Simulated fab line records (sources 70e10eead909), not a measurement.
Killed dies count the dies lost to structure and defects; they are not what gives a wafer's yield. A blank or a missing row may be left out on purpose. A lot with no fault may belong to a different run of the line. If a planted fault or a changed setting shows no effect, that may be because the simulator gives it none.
Comparing a struck lot with a sound one :: flow nandHarc :: 14 steps out of a route of 1302
Sound: the wafers L110.1, L110.2, L110.5. Struck: wafers L108.2, L108.3. (L108.4 of the same lot was not struck and is left out.) The cause comes at the end.
For every step that has rows: the tool of each side, followed by ch and its chambers, followed by its first start. Under that, the readings that differ: sound wafers :: struck wafers :: difference of the means :: sigmas: that difference in standard deviations of wafers without a fault.
alike: readings whose means differ by less than 2 such deviations, and words and numbers that are the same on both sides. not compared: withheld readings, readings that some wafer has no value for, bounds like >300 that may hide the same value, and numbers for which the record gives no deviation and whose values overlap.
The two part at a step that has a row with sigmas, a row that says differs or no value, or rows on one side only. Non-overlapping numbers with no deviation appear without sigmas and do not part them. A reading that every wafer of one side lacks parts them only if that side has two wafers or more.

NHARC_A_STAIRCASE_TRIM_222: chemistry O2, time 211.2 s.
  sound: rieDiel-01 ch 1,3; struck: rieDiel-04 ch 0,1
  alike: drypumpMotorCurrentA, oesProductAu, rfVppV, showerheadPlenumPTorr, throttleValvePct
  not compared: rfHoursCounterH
then, 2 steps without rows for these wafers: NHARC_A_STAIRCASE_ETCH_223 (etches the open film in C4F8/O2, target depth 100 nm, time 40.5 s); NHARC_A_STAIRCASE_TRIM_224 (chemistry O2, time 211.2 s).
NHARC_A_STAIRCASE_ETCH_225: etches the open film in C4F8/O2, target depth 100 nm, time 40.5 s.
  sound: rieDiel-01 ch 0,2,3; struck: rieDiel-04 ch 2,3
  alike: oesProductAu, rfFwdPowerW, rfVppV
  not compared: rfHoursCounterH
then, 2 steps without rows for these wafers: NHARC_A_STAIRCASE_TRIM_226 (chemistry O2, time 211.2 s); NHARC_A_STAIRCASE_ETCH_227 (etches the open film in C4F8/O2, target depth 100 nm, time 40.5 s).
NHARC_A_STAIRCASE_TRIM_229: chemistry O2, time 211.2 s.
  sound on rieDiel-01 ch 0,2, day 25 10:10; struck on rieDiel-04 ch 1,3, day 24 13:08
  alike: drypumpMotorCurrentA, oesProductAu, rfVppV, showerheadPlenumPTorr, throttleValvePct
  not compared: rfHoursCounterH
then, 1 step without rows for these wafers: NHARC_A_STAIRCASE_ETCH_230 (etches the open film in C4F8/O2, target depth 100 nm, time 40.5 s).
NHARC_A_STAIRCASE_TRIM_231: chemistry O2, time 211.2 s.
  sound: rieDiel-01 ch 0,1,3; struck: rieDiel-04 ch 2,3
  alike: drypumpMotorCurrentA, oesProductAu, rfVppV, showerheadPlenumPTorr, throttleValvePct
  not compared: rfHoursCounterH
then, 1 step without rows for these wafers: NHARC_A_STAIRCASE_ETCH_232 (etches the open film in C4F8/O2, target depth 100 nm, time 40.5 s).
NHARC_A_STAIRCASE_TRIM_233: chemistry O2, time 211.2 s.
  sound: rieDiel-01 ch 0,1,2; struck: rieDiel-04 ch 2,3
  alike: drypumpMotorCurrentA, oesProductAu, rfVppV, showerheadPlenumPTorr, throttleValvePct
  not compared: rfHoursCounterH
NHARC_A_STAIRCASE_ETCH_234: etches the open film in C4F8/O2, target depth 100 nm, time 40.5 s.
  sound on rieDiel-01 ch 0,2,3, day 25 11:04; struck on rieDiel-04 ch 0,3, day 24 13:48
reading: oesProductAu (a.u.)
sound: 0.936 0.934 0.940
struck: 1.082 1.088
difference: +0.148
sigmas: +11
  alike: rfFwdPowerW, rfVppV
  not compared: rfHoursCounterH
then, 1 step without rows for these wafers: NHARC_A_STAIRCASE_TRIM_235 (chemistry O2, time 211.2 s).
-- break in the record here, with 9 days between the starts of the struck wafers on either side (left off in module A_STAIRCASE, picked up again in module END, where the first step shown is number 1302 on the route) --
NHARC_END_SORT_01:
  the record has rows for the struck wafers here (prober-01 ch 0, day 33 02:19) and none for the sound ones

## WHERE THEY PART
Earliest at NHARC_A_STAIRCASE_ETCH_234; latest, in this record, at NHARC_END_SORT_01.

WHY: what the simulator had put in
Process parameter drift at NHARC_A_STAIRCASE_ETCH_234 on rieDiel-04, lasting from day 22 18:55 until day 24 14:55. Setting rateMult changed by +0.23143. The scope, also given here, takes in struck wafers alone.
